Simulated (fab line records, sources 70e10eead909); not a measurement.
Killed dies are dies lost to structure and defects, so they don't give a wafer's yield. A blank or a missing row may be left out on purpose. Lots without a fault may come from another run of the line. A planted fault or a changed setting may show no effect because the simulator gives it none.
Which tool did it? | flow nand_harc | 13 lots, 39 wafers sampled, at 5 steps of a route of 1302

WHAT THE GAUGES READ, wafer by wafer
NHARC_END_SORT_01.
lot  | measured     | on        | killed_at_array | killed_at_other | killed_at_periphery | killed_dies | killed_open | killed_short
L963 | day 27 06:28 | prober-02 | 51 46 41        | 2 0 1           | 1 2 2               | 54 48 44    | 7 1 5       | 3 2 4
L962 | day 27 00:58 | prober-01 | 75 65 81        | 1 0 0           | 8 3 5               | 84 68 86    | 3 2 3       | 6 4 0
L965 | day 27 08:44 | prober-01 | 41 41 66        | 1 0 1           | 2 1 1               | 44 42 68    | 5 0 2       | 1 1 4
L966 | day 27 16:31 | prober-01 | 38 46 64        | 0 0 1           | 3 3 3               | 41 49 68    | 1 5 7       | 4 1 4
L970 | day 28 09:37 | prober-01 | 81 76 76        | 0 2 2           | 4 0 4               | 85 78 82    | 3 1 3       | 3 3 5
L973 | day 29 17:52 | prober-02 | 23 20 22        | 1 0 1           | 2 2 1               | 26 22 24    | 4 3 3       | 4 4 1
L975 | day 30 04:58 | prober-02 | 53 58 51        | 1 3 3           | 4 1 1               | 58 62 55    | 3 1 1       | 4 4 0
L977 | day 30 20:54 | prober-02 | 52 46 43        | 0 0 0           | 5 3 6               | 57 49 49    | 5 3 6       | 5 2 0
L980 | day 31 13:26 | prober-02 | 72 62 66        | 1 0 0           | 4 4 1               | 77 66 67    | 4 1 3       | 4 3 3
L981 | day 31 21:41 | prober-01 | 81 72 92        | 0 0 0           | 2 2 5               | 83 74 97    | 4 3 6       | 1 0 4
L984 | day 33 12:49 | prober-01 | 32 22 30        | 0 0 0           | 3 4 0               | 35 26 30    | 4 2 2       | 6 2 2
L983 | day 33 21:07 | prober-02 | 45 52 58        | 3 1 0           | 7 2 7               | 55 55 65    | 3 5 4       | 1 2 1

WHICH TOOL RAN EACH LOT (tool, then ch and the chambers of the sampled wafers, then the start)
lot  | NHARC_A_CHANNEL_FILL_D2_ALD_02   | NHARC_A_CHANNEL_FILL_D2_RTA_24   | NHARC_A_STAIRCASE_DEP_156       | NHARC_A_STAIRCASE_DESCUM_168
L963 | ald_hk-02 ch 0,1, day 13 17:41   | rtp_anneal-02 ch 0, day 15 17:43 | pecvd-03 ch 1,2, day 15 17:59   | rie_diel-09 ch 0,1,2, day 15 18:58
L962 | ald_hk-02 ch 0,1,3, day 13 18:19 | rtp_anneal-02 ch 0, day 15 21:20 | pecvd-03 ch 0,1, day 15 21:36   | rie_diel-09 ch 0,1, day 15 22:26
L965 | ald_hk-04 ch 0,1, day 15 04:52   | rtp_anneal-01 ch 0, day 17 06:38 | pecvd-03 ch 0,1,2, day 17 06:56 | rie_diel-05 ch 0,3, day 17 07:53
L966 | ald_hk-02 ch 1,2,3, day 15 09:02 | rtp_anneal-01 ch 0, day 17 11:38 | pecvd-03 ch 0,1,2, day 17 12:18 | rie_diel-05 ch 0,1,2, day 17 13:07
L970 | ald_hk-03 ch 0,2,3, day 16 11:08 | rtp_anneal-02 ch 0, day 18 12:19 | pecvd-03 ch 0,2, day 18 12:50   | rie_diel-09 ch 0,1,2, day 18 13:47
L969 | ald_hk-03 ch 0,2,3, day 16 11:50 | rtp_anneal-02 ch 0, day 18 12:31 | pecvd-04 ch 1,2, day 18 13:30   | rie_diel-09 ch 0,2, day 18 14:22
L973 | ald_hk-03 ch 0,2,3, day 18 07:37 | rtp_anneal-01 ch 0, day 20 07:40 | pecvd-04 ch 0,1,2, day 20 07:56 | rie_diel-05 ch 0,2,3, day 20 08:55
L975 | ald_hk-03 ch 0,1,2, day 19 13:07 | rtp_anneal-02 ch 0, day 21 12:02 | pecvd-03 ch 0,1, day 21 12:19   | rie_diel-02 ch 1,2, day 21 13:25
L977 | ald_hk-02 ch 1,2, day 19 22:36   | rtp_anneal-01 ch 0, day 21 22:04 | pecvd-02 ch 0,1,2, day 21 22:19 | rie_diel-02 ch 0,1, day 21 23:17
L980 | ald_hk-04 ch 0,1, day 20 20:12   | rtp_anneal-02 ch 0, day 22 18:23 | pecvd-03 ch 0,2, day 22 18:41   | rie_diel-05 ch 1,2, day 22 19:58
L981 | ald_hk-04 ch 1,2, day 21 16:56   | rtp_anneal-01 ch 0, day 23 16:31 | pecvd-02 ch 1,2, day 23 16:47   | rie_diel-02 ch 0,1,3, day 23 17:46
L984 | ald_hk-04 ch 1,3, day 22 10:46   | rtp_anneal-02 ch 0, day 24 12:59 | pecvd-02 ch 0,1,2, day 24 13:13 | rie_diel-05 ch 0,1,3, day 24 14:17
L983 | ald_hk-03 ch 0,1,2, day 22 19:49 | rtp_anneal-01 ch 0, day 24 21:17 | pecvd-02 ch 0,1,2, day 24 21:34 | rie_diel-05 ch 1,2,3, day 24 22:25
- NHARC_A_CHANNEL_FILL_D2_ALD_02: deposits SiO2, target thk 6 nm, pulse time 10 s, ald cycles 60.
- NHARC_A_CHANNEL_FILL_D2_RTA_24: time 5 s.
- NHARC_A_STAIRCASE_DEP_156: deposits SiNx, target thk 50 nm.
- NHARC_A_STAIRCASE_DESCUM_168: chemistry O2, time 3 s.

WHAT THE TOOLS THEMSELVES READ (means of the sampled wafers that have a number; where no wafer has one, the mark that the record gives instead)
NHARC_A_CHANNEL_FILL_D2_ALD_02.
lot  | tool      | heater_power_w (W) | precursor_pulse_height_rel
L963 | ald_hk-02 | 490                | 0.989
L962 | ald_hk-02 | 508                | 0.998
L965 | ald_hk-04 | 509                | 1.018
L966 | ald_hk-02 | 503                | 1.009
L970 | ald_hk-03 | 477                | 1.018
L969 | ald_hk-03 | 479                | 1.002
L973 | ald_hk-03 | 466                | 0.996
L975 | ald_hk-03 | 488                | 1.004
L977 | ald_hk-02 | 488                | 1.020
L980 | ald_hk-04 | 488                | 1.019
L981 | ald_hk-04 | 515                | 1.030
L984 | ald_hk-04 | 456                | 1.013
L983 | ald_hk-03 | 497                | 1.006

NHARC_A_CHANNEL_FILL_D2_RTA_24.
lot  | tool          | lamp_power_pct (%) | lamp_zone_2_pct (%) | lamp_zone_3_pct (%) | lamp_zone_6_pct (%) | wafer_temp_C_max
L963 | rtp_anneal-02 | 29.5               | 29.6                | 29.5                | 29.5                | 1003.6
L962 | rtp_anneal-02 | 29.5               | 29.5                | 29.5                | 29.5                | 1003.6
L965 | rtp_anneal-01 | 31.0               | 30.9                | 31.0                | 30.9                | 1003.5
L966 | rtp_anneal-01 | 30.9               | 30.9                | 30.9                | 30.9                | 1003.9
L970 | rtp_anneal-02 | 29.5               | 29.5                | 29.5                | 29.5                | 1003.4
L969 | rtp_anneal-02 | 29.5               | 29.5                | 29.5                | 29.5                | 1002.8
L973 | rtp_anneal-01 | 30.9               | 30.9                | 30.9                | 30.9                | 1003.6
L975 | rtp_anneal-02 | 29.6               | 29.5                | 29.5                | 29.5                | 1003.3
L977 | rtp_anneal-01 | 30.9               | 30.9                | 31.0                | 30.9                | 1003.2
L980 | rtp_anneal-02 | 29.5               | 29.5                | 29.6                | 29.5                | 1002.5
L981 | rtp_anneal-01 | 30.9               | 30.9                | 30.9                | 30.8                | 1003.7
L984 | rtp_anneal-02 | 29.5               | 29.5                | 29.6                | 29.5                | 1003.7
L983 | rtp_anneal-01 | 30.9               | 30.9                | 30.9                | 30.9                | 1003.9

NHARC_A_STAIRCASE_DEP_156.
lot  | tool     | heater_power_w (W)
L963 | pecvd-03 | 750
L962 | pecvd-03 | 755
L965 | pecvd-03 | 711
L966 | pecvd-03 | 769
L970 | pecvd-03 | 819
L969 | pecvd-04 | 690
L973 | pecvd-04 | 712
L975 | pecvd-03 | 716
L977 | pecvd-02 | 680
L980 | pecvd-03 | 790
L981 | pecvd-02 | 791
L984 | pecvd-02 | 737
L983 | pecvd-02 | 694

NHARC_A_STAIRCASE_DESCUM_168.
lot  | tool        | drypump_motor_current_A (A) | oes_product_au (a.u.) | rf_vpp_V (V) | showerhead_plenum_p_Torr (Torr) | throttle_valve_pct (%)
L963 | rie_diel-09 | 5.8                         | 1.006                 | 57.4         | 1.88                            | 11.307
L962 | rie_diel-09 | 5.6                         | 0.998                 | 57.6         | 1.86                            | 11.303
L965 | rie_diel-05 | 5.8                         | 0.987                 | 58.2         | 1.86                            | 11.309
L966 | rie_diel-05 | 6.0                         | 1.004                 | 58.1         | 1.88                            | 11.317
L970 | rie_diel-09 | 5.9                         | 1.002                 | 58.1         | 1.87                            | 11.314
L969 | rie_diel-09 | 6.2                         | 1.007                 | 57.6         | 1.87                            | 11.316
L973 | rie_diel-05 | 5.9                         | 0.998                 | 57.8         | 1.93                            | 11.307
L975 | rie_diel-02 | 5.6                         | 0.990                 | 57.4         | 1.82                            | 11.300
L977 | rie_diel-02 | 6.0                         | 0.996                 | 57.7         | 1.83                            | 11.305
L980 | rie_diel-05 | 6.1                         | 0.999                 | 57.7         | 1.88                            | 11.315
L981 | rie_diel-02 | 6.0                         | 0.993                 | 58.3         | 1.89                            | 11.302
L984 | rie_diel-05 | 5.9                         | 0.995                 | 56.6         | 1.84                            | 11.309
L983 | rie_diel-05 | 6.0                         | 0.997                 | 57.9         | 1.93                            | 11.305

THE ANSWER, worked out from the rows above alone
Rule: what is usual is taken from the lots themselves. Put in order of their means at a reading, lots are off if they are a third of the lots or fewer, leave a main group of 4 or more, and stand apart from it by a gap of 3 or more times the standard deviation of the main group's means; of several such gaps the widest counts. A main group whose means are all the same, to the digits that the tables above print for the reading, isn't used. A lot without any number at a reading at which 4 lots or more have one is off too. The other lots that the step has rows for count as sound. The gauges are gone through in route order, then the tools' own readings, and for those a lot's mean is taken as printed above. The first step at which some lot is off is used, and at that step the reading that is off furthest; a lot without a number counts as furthest.
No lot is off at any reading shown: from this, nothing can be told.

WHAT THE SIMULATOR HAD PUT IN
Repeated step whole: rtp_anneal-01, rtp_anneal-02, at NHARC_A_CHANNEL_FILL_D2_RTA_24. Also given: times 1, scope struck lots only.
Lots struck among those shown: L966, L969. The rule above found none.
